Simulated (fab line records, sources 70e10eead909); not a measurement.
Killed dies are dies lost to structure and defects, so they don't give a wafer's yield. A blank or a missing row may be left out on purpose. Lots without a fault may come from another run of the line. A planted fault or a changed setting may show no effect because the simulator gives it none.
One fault seen from 3 desks | flow nand_harc | each desk has only its own numbers; what lay behind them comes last

THE METROLOGY DESK
What the gauges read, lot by lot, whatever tool the lot ran on: means of the sampled wafers that have a number. A lot is out of limits, marked OUT, if its mean lies more than 4 standard deviations from the usual mean; the brackets give that distance.
Columns: A = cd_nm at NHARC_A_M0_CD_MEAS_09, usual 80.3 nm
lot  | first seen here | A
L722 | day 18 09:15    | 81.2
L723 | day 18 15:13    | 81.1
L724 | day 18 15:22    | 80.6
L726 | day 19 15:10    | 82.0
L725 | day 19 15:59    | 80.7
L727 | day 19 22:05    | 80.1
L728 | day 20 01:38    | 81.1
L729 | day 20 02:17    | 80.0
L737 | day 23 09:50    | 70.1 (-13) OUT
L738 | day 23 17:01    | 70.5 (-13) OUT
L743 | day 23 17:19    | 80.3
L741 | day 23 23:37    | 80.3
L734 | day 24 06:59    | 72.9 (-9.8) OUT
L744 | day 24 09:20    | 79.9
This desk's finding: out of limits on L734, L737, L738; first on L737, day 23 09:50 (cd_nm at NHARC_A_M0_CD_MEAS_09). In limits: L722, L723, L724, L726, L725, L727, L728, L729, L743, L741, L744.

THE DEFECT DESK
What the inspections along the route counted, lot by lot: means of the sampled wafers that have a number. A lot is out of limits, marked OUT, if its mean lies more than 4 standard deviations from the usual mean; the brackets give that distance.
Columns: A = raw_defect_count at NHARC_A_M0_INSPECT_11, usual 29
lot  | first seen here | A
L722 | day 18 09:22    | 25
L723 | day 18 15:20    | 22
L724 | day 18 15:29    | 8
L726 | day 19 15:17    | 23
L725 | day 19 16:06    | 10
L727 | day 19 22:12    | 26
L728 | day 20 01:46    | 27
L729 | day 20 02:24    | 18
L737 | day 23 09:58    | 57
L738 | day 23 17:08    | 40
L743 | day 23 17:28    | 17
L741 | day 23 23:44    | 39
L734 | day 24 07:07    | 13
L744 | day 24 09:27    | 11
This desk's finding: nothing out of limits on any of the 14 lots.

THE TOOL OWNER'S DESK: litho_track-01
The tool's own readings at NHARC_A_M0_PEB_07 (peb time 65 s): means of the sampled wafers that have a number, for each lot that ran on this tool. A lot is out of limits, marked OUT, if its mean lies more than 4 standard deviations from the usual mean; the brackets give that distance.
Columns: A = heater_power_total_W at NHARC_A_M0_PEB_07, usual 156.6 W; B = plate_temp_C at NHARC_A_M0_PEB_07, usual 100.01 C
lot  | first seen here | A               | B
L729 | day 20 02:12    | 156.6           | 100.15
L737 | day 23 09:46    | 151.5 (-12) OUT | 97.49 (-19) OUT
L738 | day 23 16:56    | 151.9 (-12) OUT | 97.63 (-18) OUT
L734 | day 24 06:55    | 151.4 (-13) OUT | 97.31 (-21) OUT
This desk's finding: out of limits on L734, L737, L738; first on L737, day 23 09:46 (heater_power_total_W at NHARC_A_M0_PEB_07). In limits: L729.

PUT TOGETHER
The tool owner's desk could have raised an alarm at day 23 09:46, on L734, L737, L738.
The metrology desk could have raised an alarm at day 23 09:50, on L734, L737, L738.
The defect desk saw nothing out of limits.
The defect desk has L734, L737, L738 on record, within its limits.
Of the lots named, all ran NHARC_A_M0_PEB_07 on litho_track-01.

WHAT THE SIMULATOR HAD PUT IN
Process parameter drift: litho_track-01, from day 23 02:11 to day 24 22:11, at NHARC_A_M0_PEB_07. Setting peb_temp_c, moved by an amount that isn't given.
Lots struck among those shown: L734, L737, L738.
Hours from the fault's start to each desk's first reading out of limits: the tool owner's desk, 8; the metrology desk, 8.
